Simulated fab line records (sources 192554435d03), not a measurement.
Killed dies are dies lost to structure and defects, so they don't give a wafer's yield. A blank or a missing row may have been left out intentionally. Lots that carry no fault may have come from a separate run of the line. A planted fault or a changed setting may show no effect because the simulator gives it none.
fab line records	flow n5Finfet
[record] lots = 9	wafers = 27	lastDay = 18
route steps=1938 shown SDB@357 DUMMY_REMOVAL@378 BEOL_M4@1111 PASSIVATION@1936
lots that met no fault: taken from a fault-free run of the same line
startH: hours from the record's opening day to when the first of the lot's shown wafers began	waitH: hours elapsed since this lot's preceding step	" same as the row above	L1.1+2: a single row standing in for several wafers	- value missing, or start not given	* or withheld: withheld	< > ~ a bound
route shown NAME@n: NAME is a module with steps in the file, n the number in the route of the first one	usual: mean and standard deviation over wafers with no fault	same: alike in all rows	chamber/n: place in a boat	sites: the reading at each site	_std_site: standard deviation of those values	_edge_site: mean of outer sites minus mean of inner sites	radiusMm: how far each site lies from the wafer's centre	mask NAME#n: copy n	behind: the most recent tool/chamber to have shaped the wafer	hold: what put the lot on hold/how long, in hours/how the hold closed	device: names the non-switching transistor (n, p or np)	end of line: at the end of the route, the tests of the same wafers	where a step has no rows: the recipe by itself	killed: dies that structure and defects cost at the first sort, which is not the same as the wafer's yield	map: a wafer's dies, x killed, . not, _ none there
set.NAME: the run value of the setting; set.NAME@STEP: its run value at that earlier step	model.NAME: the simulator's own value behind a step, which no gauge read
the route's steps for a sample of lots (tables are steps, rows are wafers)
services: when a tool's chamber went out of use (startH, in hours from the record's first day, below 0 if earlier), for how many hours, and the reason
[[steps]]
[step N5_SDB_OVL_MEAS_12]
[recipe] pointsPerWafer = 44
[usual] SDB_OVL = -0.1/0.82
lot.wafer	tool	chamber	startH	waitH	SDB_OVL[nm]
L431.2	overlay-01	0	119.58	0.0	0.4
L431.4	"	0	"	"	0.9
L431.5	"	0	"	"	-0.6
L433.2	overlay-01	0	124.35	0.0	0.6
L433.4	"	0	"	"	-0.4
L433.5	"	0	"	"	-0.4
L436.1	overlay-02	0	146.11	0.0	0.1
L436.2	"	0	"	"	-0.1
L436.5	"	0	"	"	0.1
L437.2	overlay-01	0	150.70	0.0	0.5
L437.4	"	0	"	"	1.2
L437.6	"	0	"	"	1.0
L439.2	overlay-01	0	159.24	0.0	0.9
L439.4	"	0	"	"	0.7
L439.6	"	0	"	"	0.6
L440.1	overlay-02	0	164.24	0.0	-0.4
L440.5	"	0	"	"	-0.6
L440.6	"	0	"	"	1.1
L441.2	overlay-01	0	167.90	0.0	-1.2
L441.4	"	0	"	"	-0.5
L441.6	"	0	"	"	-1.7
L444.4	overlay-02	0	187.85	0.0	0.2
L444.5	"	0	"	"	-0.4
L444.6	"	0	"	"	-0.5
L447.1	overlay-02	0	207.33	0.0	-0.9
L447.4	"	0	"	"	0.1
L447.5	"	0	"	"	-0.4
[step N5_SDB_INSPECT_13]
[recipe] mode = adi	inspectInstrument = brightfield
[usual] rawDefectCount = 85/35
lot.wafer	tool	chamber	startH	waitH	rawDefectCount
L431.2	defectInspect-02	-	119.60	0.0	84
L431.4	"	-	"	"	80
L431.5	"	-	"	"	50
L433.2	defectInspect-01	-	124.37	0.0	40
L433.4	"	-	"	"	37
L433.5	"	-	"	"	48
L436.1	defectInspect-02	-	146.14	0.0	81
L436.2	"	-	"	"	85
L436.5	"	-	"	"	136
L437.2	defectInspect-01	-	150.72	0.0	46
L437.4	"	-	"	"	53
L437.6	"	-	"	"	73
L439.2	defectInspect-01	-	159.26	0.0	94
L439.4	"	-	"	"	152
L439.6	"	-	"	"	176
L440.1	defectInspect-01	-	164.27	0.0	45
L440.5	"	-	"	"	47
L440.6	"	-	"	"	49
L441.2	defectInspect-02	-	167.92	0.0	81
L441.4	"	-	"	"	80
L441.6	"	-	"	"	157
L444.4	defectInspect-02	-	187.87	0.0	46
L444.5	"	-	"	"	58
L444.6	"	-	"	"	48
L447.1	defectInspect-01	-	207.35	0.0	62
L447.4	"	-	"	"	68
L447.5	"	-	"	"	92
[step N5_SDB_HM_OPEN_20]
[recipe] chemistry = CH3F/O2	target = SiNx	maskMaterial = SOC	targetDepthA = 240	stopOn = poly-Si	overEtchFrac = 0.4	ionEnergyEv = 120	pressureMtorr = 30	sourceW = 395	biasW = 73	Ar_flow_sccm = 150	CH3F_flow_sccm = 30	O2_flow_sccm = 20
[usual] drypumpMotorCurrentA = 5.7/0.35	oesProductAu = 0.64/0.069	rfVppV = 296/5.9	showerheadPlenumPTorr = 2.01/0.075	throttleValvePct = 16.42/0.22
lot.wafer	tool	chamber	startH	waitH	drypumpMotorCurrentA	oesProductAu	rfHoursCounterH	rfVppV	showerheadPlenumPTorr	throttleValvePct
L431.2	rieDiel-03	1	119.86	0.0	5.4	0.58	190	299	1.91	16.58
L431.4	"	3	"	"	5.6	0.71	40	292	2.05	16.21
L431.5	"	0	"	"	5.5	0.58	-	304	2.06	16.67
L433.2	rieDiel-05	2	124.69	0.0	5.8	0.79	8	298	1.96	16.49
L433.4	"	2	"	"	5.9	0.80	-	298	1.96	16.49
L433.5	"	1	"	"	5.9	0.73	-	297	2.06	16.08
L436.1	rieDiel-03	3	146.50	0.0	5.6	0.69	50	290	2.05	16.22
L436.2	"	1	"	"	5.4	0.58	200	301	1.91	16.62
L436.5	"	1	"	"	5.4	0.60	-	300	1.91	16.60
L437.2	rieDiel-01	0	150.99	0.0	6.2	0.63	108	296	2.03	16.50
L437.4	"	3	"	"	5.1	0.55	-	288	1.88	16.54
L437.6	"	1	"	"	5.9	0.65	-	304	2.10	16.15
L439.2	rieDiel-03	0	159.90	0.0	5.5	0.57	187	304	2.06	16.70
L439.4	"	0	"	"	5.6	0.59	-	304	2.06	16.70
L439.6	"	1	"	"	5.4	0.59	-	300	1.90	16.62
L440.1	rieDiel-03	3	164.53	0.0	5.6	0.68	58	291	2.04	16.25
L440.5	"	3	"	"	5.6	0.67	-	292	2.04	16.24
L440.6	"	0	"	"	5.5	0.57	-	304	2.06	16.70
L441.2	rieDiel-01	1	168.18	0.0	6.0	0.66	105	303	2.10	16.17
L441.4	"	1	"	"	5.9	0.66	-	304	2.10	16.18
L441.6	"	2	"	"	6.2	0.80	-	303	2.07	16.36
L444.4	rieDiel-01	3	189.59	0.0	5.1	0.78	4	294	2.13	16.04
L444.5	"	0	"	"	6.2	0.65	-	297	2.02	16.54
L444.6	"	1	"	"	5.9	0.63	-	304	2.09	16.20
L447.1	rieDiel-03	3	207.62	0.0	5.6	0.67	75	291	2.04	16.27
L447.4	"	0	"	"	5.6	0.58	206	303	2.05	16.74
L447.5	"	3	"	"	5.6	0.68	-	291	2.04	16.28
[step N5_DUMMY_REMOVAL_STRIP_10]
[recipe] chemistry = N2/H2	timeS = 40	powerW = 100	tempC = 40	pressureMtorr = 100	rfFrequencyHz = 6e+07	biasPowerW = 3	n2FlowSccm = 300	h2FlowSccm = 300
[usual] biasPowerW = 3.000/0.0088	chamberPressureMTorr = 100.00/0.099	drypumpMotorCurrentA = 5.6/0.48	oesProductAu = 0.76/0.077	rfVppV = 45.3/0.82	showerheadPlenumPTorr = 3.35/0.098	throttleValvePct = 12.35/0.28
lot.wafer	tool	chamber	startH	waitH	biasPowerW	chamberPressureMTorr	drypumpMotorCurrentA	oesProductAu	rfHoursCounterH	rfVppV	showerheadPlenumPTorr	throttleValvePct
L431.2	rieDiel-06	3	123.86	0.0	3.013	100.06	5.3	0.75	144	44.4	3.25	12.56
L431.4	"	0	"	"	2.986	99.98	5.4	0.89	-	44.9	3.31	12.21
L431.5	"	3	"	"	3.004	100.07	5.3	0.75	-	45.5	3.25	12.57
L433.2	rieDiel-02	2	128.38	0.0	2.997	99.96	5.8	0.67	210	44.9	3.36	12.21
L433.4	"	3	"	"	2.986	99.79	5.0	0.78	118	44.6	3.24	12.43
L433.5	"	1	"	"	3.005	99.92	5.9	0.87	-	45.2	3.28	11.76
L436.1	rieDiel-04	1	150.30	0.0	3.002	100.05	6.5	0.80	100	45.8	3.40	11.91
L436.2	"	2	"	"	3.021	100.08	6.1	0.69	214	45.6	3.51	12.72
L436.5	"	2	"	"	3.006	100.10	6.1	0.69	-	46.1	3.51	12.74
L437.2	rieDiel-06	2	155.53	0.0	3.000	99.89	4.8	0.66	247	44.2	3.47	12.43
L437.4	"	0	"	"	2.986	100.02	5.3	0.86	-	42.3	3.30	12.25
L437.6	"	2	"	"	3.005	100.09	4.8	0.66	-	46.3	3.47	12.44
L439.2	rieDiel-06	1	164.50	0.0	-	-	-	-	-	-	-	-
L439.4	"	0	"	"	-	-	-	-	-	-	-	-
L439.6	"	1	"	"	-	-	-	-	-	-	-	-
L440.1	rieDiel-02	2	168.68	0.0	-	-	-	-	-	-	-	-
L440.5	"	0	"	"	-	-	-	-	-	-	-	-
L440.6	"	1	"	"	-	-	-	-	-	-	-	-
L441.2	rieDiel-02	0	172.05	0.0	-	-	-	-	-	-	-	-
L441.4	"	3	"	"	-	-	-	-	-	-	-	-
L441.6	"	3	"	"	-	-	-	-	-	-	-	-
L444.4	rieDiel-02	1	194.45	0.0	2.996	100.10	5.9	0.83	-	47.0	3.27	11.82
L444.5	"	2	"	"	2.989	100.19	5.8	0.66	-	45.9	3.35	12.25
L444.6	"	0	"	"	3.014	99.82	6.0	0.75	-	45.7	3.33	12.50
L447.1	rieDiel-04	3	211.39	0.0	2.999	100.07	5.3	0.70	219	46.4	3.51	12.37
L447.4	"	0	"	"	2.995	100.17	5.6	0.96	3	45.2	3.32	12.17
L447.5	"	1	"	"	2.992	99.93	6.5	0.77	-	46.3	3.39	11.98
[step N5_DUMMY_REMOVAL_INSPECT_06]
[recipe] inspectInstrument = brightfield	mode = aei
[usual] rawDefectCount = 12/5.3
lot.wafer	tool	chamber	startH	waitH	rawDefectCount
L431.2	defectInspect-02	-	124.02	0.0	9
L431.4	"	-	"	"	9
L431.5	"	-	"	"	10
L433.2	defectInspect-02	-	128.54	0.0	20
L433.4	"	-	"	"	6
L433.5	"	-	"	"	18
L436.1	defectInspect-02	-	150.47	0.0	11
L436.2	"	-	"	"	12
L436.5	"	-	"	"	9
L437.2	defectInspect-01	-	155.70	0.0	21
L437.4	"	-	"	"	18
L437.6	"	-	"	"	15
L439.2	defectInspect-01	-	164.66	0.0	127
L439.4	"	-	"	"	141
L439.6	"	-	"	"	141
L440.1	defectInspect-02	-	168.84	0.0	146
L440.5	"	-	"	"	132
L440.6	"	-	"	"	149
L441.2	defectInspect-01	-	172.21	0.0	124
L441.4	"	-	"	"	163
L441.6	"	-	"	"	121
L444.4	defectInspect-01	-	194.58	0.0	15
L444.5	"	-	"	"	4
L444.6	"	-	"	"	20
L447.1	defectInspect-02	-	211.55	0.0	5
L447.4	"	-	"	"	9
L447.5	"	-	"	"	23
[step N5_BEOL_M4_RC_MEAS_101]
[usual] DIBL_N = 35.4/2.1	DIBL_P = 34.8/2.6	IOFF_N = 0.15/0.037	IOFF_P = 0.19/0.037	ION_N = 677/16	ION_P = 462/9.3	SS_N = 71.4/0.75	SS_P = 72.9/0.77	VT_N = 250/3.7	VT_P = -251/3.5
lot.wafer	tool	chamber	startH	waitH	DIBL_N[mV/V]	DIBL_P[mV/V]	IOFF_N[nA/um]	IOFF_P[nA/um]	ION_N[uA/um]	ION_P[uA/um]	SS_N[mV/dec]	SS_P[mV/dec]	VT_N[mV]	VT_P[mV]
L431.2	prober-01	0	226.99	0.6	35.8	35.1	0.16	0.19	697	474	71.5	72.5	246	-249
L431.4	"	0	"	"	36.6	34.8	0.16	0.19	688	464	71.2	73.1	247	-251
L431.5	"	0	"	"	36.7	35.7	0.16	0.20	690	471	71.1	72.8	247	-250
L433.2	prober-01	0	230.56	0.2	34.5	34.6	0.13	0.17	684	464	71.4	72.2	252	-252
L433.4	"	0	"	"	36.8	37.8	0.15	0.20	669	453	71.6	73.7	251	-255
L433.5	"	0	"	"	36.8	36.9	0.16	0.19	668	457	71.8	73.4	249	-253
L437.2	prober-01	0	252.84	0.2	35.2	34.9	0.15	0.21	683	467	71.2	73.5	248	-248
L437.4	"	0	"	"	35.3	34.9	0.14	0.21	679	469	71.3	73.1	249	-249
L437.6	"	0	"	"	33.4	32.1	0.12	0.17	674	462	71.4	72.2	254	-250
L436.1	prober-02	0	258.33	0.0	33.6	33.6	0.15	0.20	688	480	70.6	72.4	246	-248
L436.2	"	0	"	"	35.7	36.7	0.18	0.24	682	469	71.7	72.5	248	-248
L436.5	"	0	"	"	34.1	34.6	0.16	0.22	700	479	71.4	72.1	246	-250
L444.4	prober-01	0	303.34	0.5	35.9	34.1	0.13	0.15	656	449	71.6	72.8	255	-254
L444.5	"	0	"	"	39.2	39.1	0.20	0.22	709	469	72.2	74.6	245	-253
L444.6	"	0	"	"	35.8	33.8	0.13	0.14	668	445	71.5	73.2	254	-261
L447.1	prober-02	0	326.03	0.0	38.0	40.0	0.22	0.26	710	477	72.6	73.7	242	-247
L447.4	"	0	"	"	36.1	37.1	0.18	0.23	701	476	71.7	73.3	247	-250
L447.5	"	0	"	"	36.0	36.9	0.17	0.21	689	467	71.4	73.6	246	-250
[step N5_PASSIVATION_PROBE_49]
[usual] defectLimitedYield = 90.5/1.7	killed_at_M0_to_M3 = 37/12	killed_at_M4_up = 14/5.2	killedAtContacts = 12/5.9	killedAtFrontEnd = 45/14	killedAtOther = 3.5/2.8	killedDies = 112/21	killedOnRim = 15/4.5	killedOpen = 73/15	killedShort = 36/8.9	sort_bin_5_function = 5.6/1.2	sort_bin_6_memory = 3.5/0.68	sortNPass = 1068/21	sortYieldPct = 90.5/1.8
[same] grossDies = 1180	killedAtBackSide = 0	sort_bin_4_leakage[%] = 0	sort_bin_8_speed[%] = 0
lot.wafer	tool	chamber	startH	waitH	defectLimitedYield[%]	killed_at_M0_to_M3	killed_at_M4_up	killedAtContacts	killedAtFrontEnd	killedAtOther	killedDies	killedOnRim	killedOpen	killedShort	sort_bin_5_function[%]	sort_bin_6_memory[%]	sortNPass	sortYieldPct[%]
L431.2	prober-02	-	336.67	0.1	90.4	32	22	13	43	3	113	21	76	29	5.7	3.7	1067	90.4
L431.4	prober-02	-	336.77	0.2	89.7	29	13	19	58	3	122	17	79	37	6.7	3.6	1058	89.7
L431.5	prober-02	-	336.82	0.2	92.5	37	9	7	33	2	88	14	61	22	4.7	2.4	1092	92.5
L433.2	prober-01	-	342.66	0.1	91.9	25	12	11	42	5	95	18	53	32	4.2	2.8	1085	91.9
L433.4	prober-01	-	342.76	0.2	93.0	23	10	3	46	1	83	8	55	26	4.4	2.5	1097	93.0
L433.5	prober-01	-	342.81	0.2	93.0	27	9	8	38	1	83	15	50	30	4.3	2.4	1097	93.0
L439.2	prober-02	-	374.91	0.1	0	52	15	25	1083	5	1180	152	97	35	95.2	4.6	0	0
L439.4	prober-02	-	375.01	0.2	0	65	17	24	1070	4	1180	152	97	55	95.3	4.5	0	0
L439.6	prober-02	-	375.11	0.3	0	70	9	24	1075	2	1180	152	98	48	94.8	4.8	0	0
L441.2	prober-01	-	379.66	0.4	0	26	27	18	1107	2	1180	152	83	41	96.1	3.7	0	0
L441.4	prober-01	-	379.76	0.5	0	27	17	17	1117	2	1180	152	75	44	95.8	3.7	0	0
L441.6	prober-01	-	379.86	0.6	0	62	8	17	1092	1	1180	152	82	45	96.1	3.4	0	0
L440.1	prober-01	-	379.91	0.6	0	46	11	8	1109	6	1180	152	77	30	96.2	3.3	0	0
L440.5	prober-01	-	380.11	0.8	0	27	6	14	1128	5	1180	152	57	23	97.8	1.9	0	0
L440.6	prober-01	-	380.16	0.8	0	42	9	7	1114	8	1180	152	75	32	95.8	4.0	0	0
L447.1	prober-01	-	438.05	0.0	91.9	35	9	10	37	4	95	10	54	35	4.7	3.1	1085	91.9
L447.4	prober-01	-	438.20	0.2	88.6	61	18	15	40	0	134	23	86	42	6.6	4.1	1046	88.6
L447.5	prober-01	-	438.25	0.2	94.7	13	11	6	29	3	62	8	43	17	3.0	2.2	1118	94.7
// killed by level:class
L431.2 STI_FIN_REVEAL:geometricParticle:open=20 MOL_CONTACT_COAG:geometricParticle:open=11 BEOL_M0_SAQP:geometricParticle:short=8 BEOL_M0_SAQP:geometricParticle:open=7 BEOL_M4:geometricParticle:open=7 DUMMY_GATE:geometricParticle:open=5 GATE_CUT:geometricParticle:short=5 BEOL_M1:geometricParticle:open=4
L431.4 STI_FIN_REVEAL:geometricParticle:open=19 FIN_SAQP:geometricParticle:open=14 MOL_CONTACT_COAG:geometricParticle:open=11 FIN_SAQP:geometricParticle:short=8 BEOL_M3:geometricParticle:open=8 MOL_CONTACT_COAG:geometricParticle:short=7 DUMMY_GATE:geometricParticle:open=5 BEOL_M0_SAQP:geometricParticle:short=5
L431.5 FIN_SAQP:geometricParticle:open=12 BEOL_M0_SAQP:geometricParticle:open=7 BEOL_M0:geometricParticle:open=7 BEOL_M2:geometricParticle:open=5 BEOL_M3:geometricParticle:open=5 DUMMY_GATE:geometricParticle:open=4 GATE_CUT:geometricParticle:short=4 BEOL_M0_SAQP:geometricParticle:short=4
L433.2 MOL_CONTACT_COAG:geometricParticle:open=10 HKMG_FIN:areaEtch=9 FIN_SAQP:geometricParticle:short=6 GATE_CUT:geometricParticle:short=6 FIN_SAQP:geometricParticle:open=5 BEOL_M0_SAQP:geometricParticle:open=5 BEOL_M4:geometricParticle:open=5 BEOL_M1:geometricParticle:open=5
L433.4 FIN_SAQP:geometricParticle:open=16 FIN_SAQP:geometricParticle:short=8 STI_FIN_REVEAL:geometricParticle:open=5 GATE_CUT:geometricParticle:short=5 BEOL_M0_SAQP:geometricParticle:open=5 BEOL_M4:geometricParticle:open=5 BEOL_M2:geometricParticle:open=4 DUMMY_GATE:geometricParticle:open=3
L433.5 STI_FIN_REVEAL:geometricParticle:open=7 GATE_CUT:geometricParticle:short=6 BEOL_M2:geometricParticle:open=6 BEOL_M3:geometricParticle:open=6 FIN_SAQP:geometricParticle:short=5 MOL_CONTACT_COAG:geometricParticle:short=5 BEOL_M0:geometricParticle:open=5 FIN_SAQP:geometricParticle:open=4
L439.2 DUMMY_REMOVAL:areaStrip=1047 MOL_CONTACT_COAG:geometricParticle:open=20 BEOL_M0_SAQP:geometricParticle:short=16 STI_FIN_REVEAL:geometricParticle:open=11 BEOL_M0_SAQP:geometricParticle:open=11 BEOL_M3:geometricParticle:open=9 FIN_SAQP:geometricParticle:open=7 BEOL_M1:geometricParticle:open=7
L439.4 DUMMY_REMOVAL:areaStrip=1027 MOL_CONTACT_COAG:geometricParticle:open=21 BEOL_M0_SAQP:geometricParticle:short=15 BEOL_M3:geometricParticle:open=13 FIN_SAQP:geometricParticle:short=12 FIN_SAQP:geometricParticle:open=12 BEOL_M2:geometricParticle:open=10 BEOL_M0_SAQP:geometricParticle:open=9
L439.6 DUMMY_REMOVAL:areaStrip=1033 MOL_CONTACT_COAG:geometricParticle:open=18 BEOL_M3:geometricParticle:open=14 BEOL_M0_SAQP:geometricParticle:open=13 FIN_SAQP:geometricParticle:short=12 FIN_SAQP:geometricParticle:open=12 BEOL_M0:geometricParticle:open=12 BEOL_M0_SAQP:geometricParticle:short=7
L441.2 DUMMY_REMOVAL:areaStrip=1054 STI_FIN_REVEAL:geometricParticle:open=16 MOL_CONTACT_COAG:geometricParticle:open=13 BEOL_M4:geometricParticle:open=13 DUMMY_GATE:geometricParticle:open=9 FIN_SAQP:geometricParticle:short=8 MOL_CONTACT_COAG:geometricParticle:short=5 BEOL_M1:geometricParticle:open=5
L441.4 DUMMY_REMOVAL:areaStrip=1059 FIN_SAQP:geometricParticle:open=12 MOL_CONTACT_COAG:geometricParticle:open=12 BEOL_M4:geometricParticle:open=7 FIN_SAQP:geometricParticle:short=6 BEOL_M0_SAQP:geometricParticle:short=6 STI_FIN_REVEAL:geometricParticle:open=5 MOL_CONTACT_COAG:geometricParticle:short=5
L441.6 DUMMY_REMOVAL:areaStrip=1052 BEOL_M0_SAQP:geometricParticle:open=27 BEOL_M0_SAQP:geometricParticle:short=17 MOL_CONTACT_COAG:geometricParticle:open=13 FIN_SAQP:geometricParticle:short=12 FIN_SAQP:geometricParticle:open=10 BEOL_M1:geometricParticle:open=5 STARTING-WAFER:geometricParticle:open=5
L440.1 DUMMY_REMOVAL:areaStrip=1070 STI_FIN_REVEAL:geometricParticle:open=12 BEOL_M1:geometricParticle:open=10 FIN_SAQP:geometricParticle:open=8 BEOL_M0_SAQP:geometricParticle:short=7 BEOL_M0_SAQP:geometricParticle:open=7 BEOL_M2:geometricParticle:open=7 MOL_CONTACT_COAG:geometricParticle:open=6
L440.5 DUMMY_REMOVAL:areaStrip=1099 MOL_CONTACT_COAG:geometricParticle:open=10 BEOL_M3:geometricParticle:open=10 STI_FIN_REVEAL:geometricParticle:open=7 STARTING-WAFER:geometricParticle:short=6 BEOL_M2:geometricParticle:open=5 MOL_CONTACT_COAG:geometricParticle:short=4 BEOL_M1:geometricParticle:open=4
L440.6 DUMMY_REMOVAL:areaStrip=1071 FIN_SAQP:geometricParticle:open=9 BEOL_M0_SAQP:geometricParticle:open=9 BEOL_M0_SAQP:geometricParticle:short=7 FIN_SAQP:geometricParticle:short=6 STI_FIN_REVEAL:geometricParticle:open=6 MOL_CONTACT_COAG:geometricParticle:open=6 BEOL_M1:geometricParticle:open=6
L447.1 MOL_CONTACT_COAG:geometricParticle:open=8 BEOL_M0_SAQP:geometricParticle:short=8 FIN_SAQP:geometricParticle:short=6 DUMMY_GATE:geometricParticle:open=6 BEOL_M0_SAQP:geometricParticle:open=6 BEOL_M2:geometricParticle:open=6 DUMMY_GATE:geometricParticle:short=5 GATE_CUT:geometricParticle:short=5
L447.4 MOL_CONTACT_COAG:geometricParticle:open=13 BEOL_M0_SAQP:geometricParticle:short=12 BEOL_M2:geometricParticle:open=11 FIN_SAQP:geometricParticle:short=10 BEOL_M1:geometricParticle:open=8 FIN_SAQP:geometricParticle:open=7 BEOL_M0_SAQP:geometricParticle:open=6 BEOL_M0:geometricParticle:open=6
L447.5 STI_FIN_REVEAL:geometricParticle:short=5 STI_FIN_REVEAL:geometricParticle:open=5 MOL_CONTACT_COAG:geometricParticle:open=5 BEOL_M4:geometricParticle:open=5 FIN_SAQP:geometricParticle:open=4 STARTING-WAFER:geometricParticle:open=4 BEOL_M3:geometricParticle:open=3 DUMMY_GATE:geometricParticle:open=2
[[services]]
tool	chamber	startH	hours	kind
rieDiel-04	2	109.23	1.6	repair
rieDiel-06	2	112.41	19.7	repair
rieDiel-01	2	134.57	-	clean
rieDiel-01	2	134.57	-	consumableReplace:esc
rieDiel-01	2	134.57	-	consumableReplace:focusRing
rieDiel-04	0	138.95	5.4	repair
rieDiel-06	1	140.33	-	clean
rieDiel-06	1	140.33	-	consumableReplace:focusRing
rieDiel-06	1	140.33	-	consumableReplace:showerhead
rieDiel-06	1	140.33	18.2	scheduledDown
rieDiel-06	1	140.33	18.2	ventCycle
rieDiel-01	-	141.22	1.0	repair
rieDiel-05	-	143.37	14.6	pm
rieDiel-03	3	149.91	2.5	repair
rieDiel-01	3	153.44	-	clean
rieDiel-01	3	153.44	-	consumableReplace:focusRing
rieDiel-01	3	153.44	-	consumableReplace:showerhead
rieDiel-01	3	153.44	27.5	scheduledDown
rieDiel-01	3	153.44	27.5	ventCycle
rieDiel-02	1	177.11	5.9	repair
rieDiel-05	-	180.40	15.6	pm
rieDiel-06	1	184.00	81.3	repair
rieDiel-02	3	191.84	6.5	repair
rieDiel-04	2	198.53	2.8	repair
[[key]]
[firstSign] step = N5_DUMMY_REMOVAL_STRIP_10	reading = toolRecord	direction = missing
[effect] step = N5_DUMMY_REMOVAL_INSPECT_06	reading = rawDefectCount	direction = up	sigmas = 24	usual = 12	struck = 138
[effect] step = N5_PASSIVATION_PROBE_49	reading = sort_bin_5_function	direction = up	sigmas = 75	usual = 5.6	struck = 95.9
[moreKillsBornAt] N5_DUMMY_REMOVAL_STRIP_10@rieDiel-02 = 6406	N5_DUMMY_REMOVAL_STRIP_10@rieDiel-06 = 3107
metAt N5_DUMMY_REMOVAL_STRIP_10
struckLots L439,L440,L441
laterRowsLeftOut L439.2,L439.4,L439.6,L440.1,L440.5,L440.6,L441.2,L441.4,L441.6
notActingAt N5_SDB_OVL_MEAS_12,N5_SDB_INSPECT_13,N5_SDB_HM_OPEN_20
onsetBetween 155.53 164.50
[fault] kind = skippedStepWhole	tool = rieDiel-02,rieDiel-06	chamber = -	onsetH = 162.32	steps = N5_DUMMY_REMOVAL_STRIP_10	scope = struckLotsOnly
// laterRowsLeftOut: the simulator's readings of these wafers behind a module that went badly wrong aren't trusted and aren't shown, but for the sort
